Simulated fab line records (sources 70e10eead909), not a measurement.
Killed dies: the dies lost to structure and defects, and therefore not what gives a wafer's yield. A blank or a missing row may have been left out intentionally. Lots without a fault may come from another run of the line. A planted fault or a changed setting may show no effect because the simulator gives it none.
Which tool did it? -- flow nandHarc -- 12 lots with 36 wafers sampled at 4 steps, on a route of 1159 steps

## WHAT THE GAUGES SHOWED, per wafer
NHARC_A_CONTACT_CD_MEAS_80.
lot,measured,on,cdNm (nm)
L077,day 17 02:37,cdSem-01,189.6 189.9 189.1
L076,day 17 09:34,cdSem-01,189.4 189.8 189.5
L080,day 18 05:48,cdSem-03,189.3 189.6 189.5
L081,day 18 20:09,cdSem-03,189.5 190.6 189.5
L084,day 19 07:23,cdSem-02,189.5 188.7 188.9
L087,day 19 21:38,cdSem-01,188.7 188.7 189.0
L089,day 20 03:14,cdSem-02,189.7 189.5 189.9
L090,day 20 18:01,cdSem-02,190.3 190.3 189.7
L091,day 21 07:44,cdSem-02,189.8 188.8 189.0
L094,day 21 23:30,cdSem-02,189.9 189.5 189.1
L095,day 22 05:02,cdSem-02,189.3 189.4 189.7
L097,day 23 15:20,cdSem-03,188.8 188.2 189.3

## WHAT TOOL EACH LOT RAN ON (gives the tool, then ch and the chambers of the sampled wafers, and finally the start)
lot,NHARC_A_CONTACT_DESCUM_47,NHARC_A_CONTACT_DEP_57,NHARC_A_CONTACT_ETCH_124
L077,"rieDiel-01 ch 1,2, day 16 16:34","aclDep-03 ch 0, day 16 20:47","harCapEtch-03 ch 0,1, day 17 00:29"
L076,"rieDiel-02 ch 0,1,3, day 16 20:22","aclDep-01 ch 0, day 17 03:32","harCapEtch-02 ch 0,1, day 17 07:26"
L080,"rieDiel-01 ch 0,1,2, day 17 18:44","aclDep-02 ch 0, day 18 00:05","harCapEtch-01 ch 1, day 18 03:41"
L081,"rieDiel-02 ch 0,3, day 18 09:23","aclDep-03 ch 0, day 18 15:02","harCapEtch-02 ch 0,1, day 18 18:07"
L084,"rieDiel-01 ch 1,2,3, day 18 20:49","aclDep-03 ch 0, day 19 01:25","harCapEtch-02 ch 1, day 19 05:16"
L087,"rieDiel-02 ch 0,3, day 19 11:14","aclDep-03 ch 0, day 19 16:03","harCapEtch-01 ch 1, day 19 19:25"
L089,"rieDiel-02 ch 2,3, day 19 16:41","aclDep-01 ch 0, day 19 21:31","harCapEtch-01 ch 0,1, day 20 01:05"
L090,"rieDiel-12 ch 0,1, day 20 07:29","aclDep-03 ch 0, day 20 12:01","harCapEtch-02 ch 0,1, day 20 15:54"
L091,"rieDiel-02 ch 0,1,2, day 20 18:34","aclDep-03 ch 0, day 21 02:09","harCapEtch-02 ch 0, day 21 05:36"
L094,"rieDiel-01 ch 0,1,3, day 21 11:38","aclDep-01 ch 0, day 21 16:40","harCapEtch-03 ch 0,1, day 21 21:23"
L095,"rieDiel-02 ch 1,2,3, day 21 18:08","aclDep-01 ch 0, day 21 23:25","harCapEtch-01 ch 0,1, day 22 02:57"
L097,"rieDiel-01 ch 2,3, day 23 01:59","aclDep-01 ch 0, day 23 09:44","harCapEtch-03 ch 0,1, day 23 13:14"
- NHARC_A_CONTACT_DESCUM_47: chemistry O2, time 3 s.
- NHARC_A_CONTACT_DEP_57: deposits aC, target thk 2800 nm.
- NHARC_A_CONTACT_ETCH_124: etches the open film in C4F8/O2/Ar, time 140 s, target depth 700 nm.

## THE ANSWER, worked out from the rows above alone
Rule: usual is defined by the lots themselves. The widest of any qualifying gaps counts: lots, ordered by their means at a reading, are off when they make up no more than a third of the lots, leave a main group of 4 or more, and stand apart from it by 3 or more times the standard deviation of that group's means. A main group whose means are all the same, to the digits that the tables above print for the reading, isn't used. Also off: a lot with no number at a reading for which 4 or more lots have one. All remaining lots with rows at the step are treated as sound.
Nothing can be told from this: no lot is off at any reading shown.

## WHAT THE SIMULATOR PUT IN
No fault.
